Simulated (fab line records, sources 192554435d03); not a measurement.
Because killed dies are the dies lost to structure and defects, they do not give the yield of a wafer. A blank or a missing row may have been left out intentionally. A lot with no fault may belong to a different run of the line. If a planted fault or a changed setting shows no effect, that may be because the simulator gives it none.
One fault through the eyes of 2 desks + flow n5-finfet + each desk has only its own numbers; what lay behind them comes last

== AT THE METROLOGY DESK ==
What the gauges read for every lot (on any tool): the sampled wafers with a number, averaged. Marked OUT: a lot whose mean sits more than 4 standard deviations from the usual mean, which makes it out of limits; the brackets give that distance. It has 10 readings; the 7 that lie furthest out on some lot are the ones shown.
Columns: A = DIBL_N at N5_BEOL_M4_RC_MEAS_101, usual 35.9 mV/V; B = IOFF_P at N5_BEOL_M4_RC_MEAS_101, usual 0.21 nA/um; C = ION_P at N5_BEOL_M4_RC_MEAS_101, usual 462 uA/um; D = SS_N at N5_BEOL_M4_RC_MEAS_101, usual 71.5 mV/dec; E = SS_P at N5_BEOL_M4_RC_MEAS_101, usual 73.2 mV/dec; F = VT_N at N5_BEOL_M4_RC_MEAS_101, usual 250 mV; G = VT_P at N5_BEOL_M4_RC_MEAS_101, usual -250 mV
| lot  | first seen here | A    | B    | C   | D    | E    | F   | G    |
|------|-----------------|------|------|-----|------|------|-----|------|
| L822 | day 9 11:01     | 35.1 | 0.20 | 459 | 70.7 | 72.8 | 249 | -251 |
| L820 | day 9 11:07     | 33.1 | 0.17 | 455 | 71.4 | 72.8 | 253 | -254 |
| L824 | day 10 04:37    | 37.2 | 0.22 | 458 | 72.4 | 73.2 | 252 | -250 |
| L831 | day 12 00:19    | 35.2 | 0.20 | 465 | 70.9 | 73.2 | 252 | -250 |
| L833 | day 12 23:16    | 36.8 | 0.20 | 466 | 71.7 | 73.2 | 252 | -253 |
| L835 | day 13 07:49    | 36.2 | 0.24 | 471 | 71.1 | 73.2 | 246 | -247 |
| L837 | day 13 22:01    | 37.3 | 0.23 | 467 | 71.9 | 74.2 | 249 | -248 |
| L838 | day 14 01:53    | 36.1 | 0.22 | 474 | 71.1 | 72.7 | 251 | -248 |
This desk found nothing out of limits on any of the 8 lots.

== FOR THE TOOL OWNER'S DESK: ald-metal-03 ==
The tool's own readings at N5_BEOL_M0_ALD_136 (deposits TaN, pulse time 2 s, purge time 3 s, co reactant purge time 2 s): means of the sampled wafers that have a number, for each lot that ran on this tool. Marked OUT: a lot whose mean sits more than 4 standard deviations from the usual mean, which makes it out of limits; the brackets give that distance.
Columns: A = chamber-pressure-Torr at N5_BEOL_M0_ALD_136, usual 3.000 Torr; B = heater-power-w at N5_BEOL_M0_ALD_136, usual 425 W; C = precursor-vessel-carrier-sccm at N5_BEOL_M0_ALD_136, usual 1000.0 sccm
| lot  | first seen here | A     | B   | C      |
|------|-----------------|-------|-----|--------|
| L820 | day 7 04:39     | 2.997 | 450 | 996.4  |
| L824 | day 8 05:26     | 3.003 | 442 | 1000.0 |
| L831 | day 9 19:10     | 2.999 | 483 | 999.8  |
| L833 | day 10 09:32    | 3.003 | 429 | 1000.0 |
This desk found nothing out of limits on any of the 4 lots.

== TAKEN TOGETHER ==
Metrology desk: nothing out of limits seen.
The desk of the tool owner found nothing out of limits.

== WHAT THE SIMULATOR PUT IN ==
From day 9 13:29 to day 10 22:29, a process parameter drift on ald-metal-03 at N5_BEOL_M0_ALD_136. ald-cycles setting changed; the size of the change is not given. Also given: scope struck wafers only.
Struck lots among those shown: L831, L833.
